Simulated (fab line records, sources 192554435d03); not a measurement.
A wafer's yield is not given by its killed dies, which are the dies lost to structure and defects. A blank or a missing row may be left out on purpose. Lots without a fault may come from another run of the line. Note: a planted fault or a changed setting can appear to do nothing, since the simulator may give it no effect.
Matching of chambers || flow n5Finfet || rieDiel-02 running N5_BEOL_M4_ETCH_74: 4 sister chambers
The step etches underlayer in N2/H2, target depth 6.5 nm, time 5.2 s. 8 wafers are shown with their chamber, then 9 later ones without.

## EACH WAFER AND ITS CHAMBER
{"wafer": "L084.1", "chamber": 3, "drypumpMotorCurrentA (A)": 5.2, "throttleValvePct (%)": 17.68}
{"wafer": "L086.1", "chamber": 2, "drypumpMotorCurrentA (A)": 6.6, "throttleValvePct (%)": 18.25}
{"wafer": "L089.1", "chamber": 2, "drypumpMotorCurrentA (A)": 6.7, "throttleValvePct (%)": 18.25}
{"wafer": "L090.2", "chamber": 0, "drypumpMotorCurrentA (A)": 6.2, "throttleValvePct (%)": 17.69}
{"wafer": "L090.5", "chamber": 1, "drypumpMotorCurrentA (A)": 5.8, "throttleValvePct (%)": 17.85}
{"wafer": "L093.3", "chamber": 3, "drypumpMotorCurrentA (A)": 5.2, "throttleValvePct (%)": 17.72}
{"wafer": "L093.5", "chamber": 1, "drypumpMotorCurrentA (A)": 5.8, "throttleValvePct (%)": 17.84}
{"wafer": "L093.6", "chamber": 0, "drypumpMotorCurrentA (A)": 6.2, "throttleValvePct (%)": 17.71}

## WAFERS WITHOUT THEIR CHAMBER
{"wafer": "L095.1", "drypumpMotorCurrentA (A)": 5.2, "throttleValvePct (%)": 17.71}
{"wafer": "L095.4", "drypumpMotorCurrentA (A)": 6.6, "throttleValvePct (%)": 18.25}
{"wafer": "L095.6", "drypumpMotorCurrentA (A)": 5.8, "throttleValvePct (%)": 17.87}
{"wafer": "L096.2", "drypumpMotorCurrentA (A)": 6.2, "throttleValvePct (%)": 17.69}
{"wafer": "L096.4", "drypumpMotorCurrentA (A)": 5.8, "throttleValvePct (%)": 17.89}
{"wafer": "L096.5", "drypumpMotorCurrentA (A)": 5.2, "throttleValvePct (%)": 17.72}
{"wafer": "L091.3", "drypumpMotorCurrentA (A)": 5.8, "throttleValvePct (%)": 17.90}
{"wafer": "L091.4", "drypumpMotorCurrentA (A)": 6.2, "throttleValvePct (%)": 17.71}
{"wafer": "L091.5", "drypumpMotorCurrentA (A)": 5.8, "throttleValvePct (%)": 17.91}

## CHAMBER TAKEN BY EACH
{"wafer": "L095.1", "from the rows above": 3, "in truth": 3}
{"wafer": "L095.4", "from the rows above": 2, "in truth": 2}
{"wafer": "L095.6", "from the rows above": 1, "in truth": 1}
{"wafer": "L096.2", "from the rows above": 0, "in truth": 0}
{"wafer": "L096.4", "from the rows above": 1, "in truth": 1}
{"wafer": "L096.5", "from the rows above": 3, "in truth": 3}
{"wafer": "L091.3", "from the rows above": 1, "in truth": 1}
{"wafer": "L091.4", "from the rows above": 0, "in truth": 0}
{"wafer": "L091.5", "from the rows above": 1, "in truth": 1}
Placed correctly: 9 of 9. Left unplaced by these rows: 0. Placed wrongly: 0.
How it was worked out, from the rows above alone: a wafer's distance from a chamber is the root of the sum, over the readings, of the square of ((its reading less the chamber's mean) divided by the reading's scatter). If the next closest chamber is less than 2 further off than the closest, the wafer can't be placed; otherwise it belongs to the closest. A chamber's mean is the mean of its shown wafers. The scatter is the square root of a quotient: the sum, over the shown wafers, of each reading's squared deviation from its chamber's mean, divided by wafers minus chambers.
